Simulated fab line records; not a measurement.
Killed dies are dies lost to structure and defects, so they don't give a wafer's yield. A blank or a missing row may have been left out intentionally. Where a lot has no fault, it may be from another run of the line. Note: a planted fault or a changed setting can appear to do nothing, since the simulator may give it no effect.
One fault seen from 3 desks | flow n5-finfet | every desk sees just its own numbers, and what lay behind them comes last

== THE DEFECT DESK ==
For each lot, the counts of the inspections along the route, averaged over the sampled wafers that have a number. The brackets show how far a lot's mean lies from the usual mean; more than 4 standard deviations puts the lot out of limits, marked OUT.
Columns: A = raw-defect-count at N5_SDB_INSPECT_36, usual 37
lot  | first seen here | A
L344 | day 4 04:02     | 66
L346 | day 4 17:07     | 41
L349 | day 5 11:26     | 19
L351 | day 5 22:11     | 35
L352 | day 6 04:58     | 47
L353 | day 6 10:25     | 39
L360 | day 8 02:56     | 35
L363 | day 8 21:10     | 28
L364 | day 9 07:47     | 26
Result from this desk: across the 9 lots, nothing is out of limits.

== FROM THE METROLOGY DESK ==
What the gauges read for every lot (on any tool): the sampled wafers with a number, averaged. The brackets show how far a lot's mean lies from the usual mean; more than 4 standard deviations puts the lot out of limits, marked OUT. 7 of its 11 readings are shown, namely those furthest out on some lot.
Columns: A = DIBL_N at N5_BEOL_M4_RC_MEAS_101, usual 36.4 mV/V; B = DIBL_P at N5_BEOL_M4_RC_MEAS_101, usual 36.4 mV/V; C = IOFF_N at N5_BEOL_M4_RC_MEAS_101, usual 0.16 nA/um; D = IOFF_P at N5_BEOL_M4_RC_MEAS_101, usual 0.21 nA/um; E = ION_N at N5_BEOL_M4_RC_MEAS_101, usual 680 uA/um; F = RS_SD_N at N5_BEOL_M4_RC_MEAS_101, usual 28.5 ohm/sq; G = VT_N at N5_BEOL_M4_RC_MEAS_101, usual 249 mV
lot  | first seen here | A    | B    | C    | D    | E   | F    | G
L344 | day 8 08:55     | 35.2 | 35.4 | 0.15 | 0.20 | 675 | 28.5 | 250
L346 | day 8 23:29     | 35.5 | 36.5 | 0.18 | 0.21 | 693 | 28.8 | 247
L349 | day 9 22:27     | 35.5 | 34.5 | 0.14 | 0.21 | 681 | 28.4 | 252
L351 | day 9 23:12     | 35.6 | 35.7 | 0.15 | 0.19 | 686 | 28.2 | 250
L352 | day 10 02:14    | 39.1 | 40.0 | 0.21 | 0.26 | 695 | 29.8 | 247
L353 | day 10 04:45    | 37.2 | 35.5 | 0.17 | 0.23 | 680 | 29.6 | 246
L360 | day 12 09:25    | 36.0 | 37.0 | 0.15 | 0.21 | 668 | 28.4 | 253
L364 | day 13 05:23    | 39.6 | 40.3 | 0.25 | 0.28 | 702 | 28.1 | 242
L363 | day 13 14:23    | 35.8 | 36.8 | 0.18 | 0.20 | 685 | 28.5 | 246
Result from this desk: across the 9 lots, nothing is out of limits.

== DESK OF THE TOOL OWNER: rtp-anneal-02 ==
Per lot that ran on this tool, the mean of the sampled wafers carrying a number, from the tool's own readings at N5_HKMG_FIN_HK_ANNEAL_02 (time 30 s). The brackets show how far a lot's mean lies from the usual mean; more than 4 standard deviations puts the lot out of limits, marked OUT. Readings shown: 7 out of 9 (the first out of limits, and those lying furthest out on some lot).
Columns: A = lamp-power-pct at N5_HKMG_FIN_HK_ANNEAL_02, usual 8.81 %; B = lamp_zone_2_pct at N5_HKMG_FIN_HK_ANNEAL_02, usual 8.800 %; C = lamp_zone_3_pct at N5_HKMG_FIN_HK_ANNEAL_02, usual 8.799 %; D = lamp_zone_4_pct at N5_HKMG_FIN_HK_ANNEAL_02, usual 8.793 %; E = lamp_zone_5_pct at N5_HKMG_FIN_HK_ANNEAL_02, usual 8.798 %; F = lamp_zone_6_pct at N5_HKMG_FIN_HK_ANNEAL_02, usual 8.725 %; G = lamp_zone_7_pct at N5_HKMG_FIN_HK_ANNEAL_02, usual 9.194 %
lot  | first seen here | A              | B               | C               | D               | E                       | F                       | G
L349 | day 5 12:15     | 8.81           | 8.799           | 8.807           | 8.800           | 8.799                   | 8.722                   | 9.203
L351 | day 5 23:02     | 8.77           | 8.798           | 8.799           | 8.811           | 8.810                   | 8.727                   | 9.185
L352 | day 6 05:48     | 9.94 (+21) OUT | 9.885 (+99) OUT | 9.890 (+91) OUT | 9.872 (+90) OUT | 9.890 (+99 or more) OUT | 9.808 (+98) OUT         | 10.326 (+94) OUT
L353 | day 6 11:16     | 9.92 (+21) OUT | 9.875 (+98) OUT | 9.898 (+92) OUT | 9.894 (+92) OUT | 9.895 (+99 or more) OUT | 9.819 (+99 or more) OUT | 10.332 (+95) OUT
Finding of this desk: L352, L353 out of limits; the first was L352 at day 6 05:48, on lamp-power-pct at N5_HKMG_FIN_HK_ANNEAL_02. L349, L351 stayed within limits.

== ALL TOGETHER ==
An alarm could have come from the tool owner's desk at day 6 05:48, on L352, L353.
No out-of-limits result turned up at the defect desk.
Nothing out of limits was seen by the metrology desk.
The defect desk has L352, L353 on record, within its limits.
The metrology desk holds a record of L352, L353, inside its limits.
On rtp-anneal-02, each named lot ran N5_HKMG_FIN_HK_ANNEAL_02.

== WHAT WAS PUT IN BY THE SIMULATOR ==
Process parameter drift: rtp-anneal-02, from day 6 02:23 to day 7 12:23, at N5_HKMG_FIN_HK_ANNEAL_02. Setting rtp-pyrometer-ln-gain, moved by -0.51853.
Shown lots that were struck: L352, L353.
How many hours passed from the start of the fault until each desk's first out-of-limits reading: the tool owner's desk, 3.
